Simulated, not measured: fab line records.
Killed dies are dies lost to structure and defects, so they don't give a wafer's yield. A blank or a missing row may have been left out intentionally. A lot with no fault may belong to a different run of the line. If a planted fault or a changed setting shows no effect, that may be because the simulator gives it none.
Matching of chambers	flow n5 finfet	3 sister chambers for N5_BEOL_M5_CVD_47 on cvd co-01
The step deposits Co from CCTBA/H2, target thk 3 nm, time 216 s. 14 wafers are shown with their chamber, then 7 later ones without.

## WAFERS WITH THEIR CHAMBER
wafer	chamber	chamber pressure Torr (Torr)
L896.1	2	30.05
L896.2	0	30.08
L896.4	2	30.04
L897.1	0	29.93
L897.3	2	29.92
L897.4	0	30.04
L898.2	0	30.06
L898.3	1	29.88
L898.5	1	29.92
L901.1	0	29.99
L901.3	2	29.96
L901.4	1	30.01
L902.3	2	29.90
L902.4	1	30.01

SIGNATURES (means of the wafers above)
reading	chamber 0	chamber 1	chamber 2	scatter within a chamber
chamber pressure Torr	30.0200	29.9550	29.9740	0.0648
Rule: for a wafer and a chamber, the distance is found by dividing, reading by reading, the gap between the wafer's reading and the chamber's mean by the reading's scatter, squaring, summing and taking the root. If the next closest chamber is less than 2 further off than the closest, the wafer can't be placed; otherwise it belongs to the closest. The scatter: take each reading less its chamber's mean, square it, sum over the shown wafers, divide by the number of wafers less the number of chambers, and take the root.

## WAFERS WITH NO CHAMBER GIVEN
wafer	chamber pressure Torr (Torr)
L902.5	29.93
L900.1	29.98
L900.5	29.92
L900.6	29.88
L919.3	29.95
L919.4	30.12
L919.6	29.93

## THE CHAMBER EACH PASSED THROUGH
wafer	from the rows above	in truth
L902.5	can't be placed: 1 or 2 or 0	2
L900.1	can't be placed: 2 or 1 or 0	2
L900.5	can't be placed: 1 or 2 or 0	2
L900.6	can't be placed: 1 or 2 or 0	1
L919.3	can't be placed: 1 or 2 or 0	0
L919.4	can't be placed: 0 or 2 or 1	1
L919.6	can't be placed: 1 or 2 or 0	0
Placed correctly: 0 of 7. Cannot be placed on the basis of these rows: 7; the candidates contain the true chamber in 7. Wrongly placed: 0.
